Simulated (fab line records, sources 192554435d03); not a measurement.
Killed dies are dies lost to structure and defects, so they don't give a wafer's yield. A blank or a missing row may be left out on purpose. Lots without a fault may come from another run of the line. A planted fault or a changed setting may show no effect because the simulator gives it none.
Chamber matching | flow n5_finfet | N5_MOL_CONTACT_COAG_DESCUM_13 on rie_diel-03: 3 sister chambers
The step chemistry O2, time 7 s. 6 wafers are shown with their chamber, then 8 later ones without.

WAFERS WITH THEIR CHAMBER
wafer  | chamber | showerhead_plenum_p_Torr (Torr) | throttle_valve_pct (%)
L076.3 | 3       | 2.13                            | 20.25
L085.3 | 0       | 2.16                            | 20.83
L085.6 | 0       | 2.16                            | 20.83
L088.2 | 1       | 1.97                            | 20.58
L088.3 | 3       | 2.12                            | 20.32
L088.5 | 1       | 1.97                            | 20.59

WAFERS WITHOUT THEIR CHAMBER
wafer  | showerhead_plenum_p_Torr (Torr) | throttle_valve_pct (%)
L091.2 | 2.12                            | 20.32
L091.4 | 2.16                            | 20.83
L091.6 | 1.97                            | 20.58
L092.2 | 1.97                            | 20.58
L092.5 | 1.97                            | 20.59
L092.6 | 2.16                            | 20.84
L096.1 | 2.15                            | 20.88
L096.2 | 2.11                            | 20.33

WHICH CHAMBER EACH WENT THROUGH
wafer  | from the rows above | in truth
L091.2 | 3                   | 3
L091.4 | 0                   | 0
L091.6 | 1                   | 1
L092.2 | 1                   | 1
L092.5 | 1                   | 1
L092.6 | 0                   | 0
L096.1 | 0                   | 0
L096.2 | 3                   | 3
Placed correctly: 8 of 8. Can't be placed from these rows: 0. Placed wrongly: 0.
How it was worked out, from the rows above alone: a wafer's distance from a chamber is the root of the sum, over the readings, of the square of ((its reading less the chamber's mean) divided by the reading's scatter). The wafer belongs to the nearest chamber; if the next one is less than 2 further off, it can't be placed. A chamber's mean is the mean of its shown wafers. The scatter: the root of (the sum of the squares of (reading less its chamber's mean) over the shown wafers, divided by (wafers less chambers)).
